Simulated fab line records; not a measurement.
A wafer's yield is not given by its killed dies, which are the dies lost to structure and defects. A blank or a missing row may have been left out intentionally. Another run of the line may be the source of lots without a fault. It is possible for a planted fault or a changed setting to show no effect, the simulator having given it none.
Chamber matching + flow nand harc + cmp-01 running NHARC_P_M2_CMP_23: 4 sister chambers
The step polishes, t overpolish 20 s, target thk 144.3 nm. 16 wafers are shown with their chamber, then 8 later ones without.

== EACH WAFER AND ITS CHAMBER ==
| wafer  | chamber | motor current A (A) | time to endpoint s (s) | slurry flow ml min |
|--------|---------|---------------------|------------------------|--------------------|
| L075.1 | 0       | 13.3                | 31.3                   | 149.9              |
| L075.2 | 2       | 10.9                | 27.0                   | 150.1              |
| L075.4 | 3       | 11.5                | 29.5                   | 149.8              |
| L078.2 | 3       | 11.1                | 27.6                   | 150.5              |
| L078.4 | 0       | 12.9                | 29.0                   | 150.0              |
| L078.5 | 0       | 13.1                | 29.0                   | 149.8              |
| L077.2 | 2       | 11.1                | 28.1                   | 149.5              |
| L077.3 | 3       | 11.2                | 26.6                   | 150.2              |
| L077.4 | 0       | 12.8                | 30.2                   | 150.8              |
| L084.1 | 2       | 10.6                | 24.0                   | 150.0              |
| L084.2 | 0       | 12.5                | 26.4                   | 150.2              |
| L084.5 | 0       | 12.5                | 27.0                   | 150.1              |
| L090.2 | 2       | 10.8                | 24.6                   | 149.8              |
| L090.3 | 3       | 11.2                | 26.3                   | 150.0              |
| L090.6 | 1       | 10.9                | 25.7                   | 150.3              |
| L092.2 | 1       | 11.4                | 27.9                   | 150.1              |

SIGNATURES (means of the wafers above)
| reading            | chamber 0 | chamber 1 | chamber 2 | chamber 3 | scatter within a chamber |
|--------------------|-----------|-----------|-----------|-----------|--------------------------|
| motor current A    | 12.850    | 11.150    | 10.850    | 11.250    | 0.268                    |
| time to endpoint s | 28.817    | 26.800    | 25.925    | 27.500    | 1.76                     |
| slurry flow ml min | 150.133   | 150.200   | 149.850   | 150.125   | 0.307                    |
Rule: for a wafer and a chamber, the distance is found by dividing, reading by reading, the gap between the wafer's reading and the chamber's mean by the reading's scatter, squaring, summing and taking the root. If the next closest chamber is less than 2 further off than the closest, the wafer can't be placed; otherwise it belongs to the closest. The scatter: the root of (the sum of the squares of (reading less its chamber's mean) over the shown wafers, divided by (wafers less chambers)).

== WAFERS MISSING THEIR CHAMBER ==
| wafer  | motor current A (A) | time to endpoint s (s) | slurry flow ml min |
|--------|---------------------|------------------------|--------------------|
| L092.4 | 11.4                | 28.5                   | 150.1              |
| L092.5 | 10.9                | 25.1                   | 149.6              |
| L096.1 | 11.4                | 30.3                   | 150.2              |
| L096.4 | 11.7                | 29.1                   | 149.6              |
| L096.6 | 12.9                | 25.8                   | 151.0              |
| L097.1 | 13.2                | 28.4                   | 150.4              |
| L097.4 | 11.2                | 29.4                   | 149.7              |
| L097.6 | 11.0                | 30.7                   | 149.5              |

== WHICH CHAMBER EACH WENT THROUGH ==
| wafer  | from the rows above          | in truth |
|--------|------------------------------|----------|
| L092.4 | can't be placed: 3 or 1 or 2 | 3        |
| L092.5 | can't be placed: 2 or 1 or 3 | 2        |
| L096.1 | can't be placed: 3 or 1 or 2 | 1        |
| L096.4 | can't be placed: 3 or 1 or 2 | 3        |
| L096.6 | 0                            | 0        |
| L097.1 | 0                            | 0        |
| L097.4 | can't be placed: 3 or 1 or 2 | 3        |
| L097.6 | can't be placed: 3 or 2 or 1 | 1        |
Correctly placed: 2 of 8. Can't be placed from these rows: 6 (the true chamber is among the candidates in 6). Placed wrongly: 0.
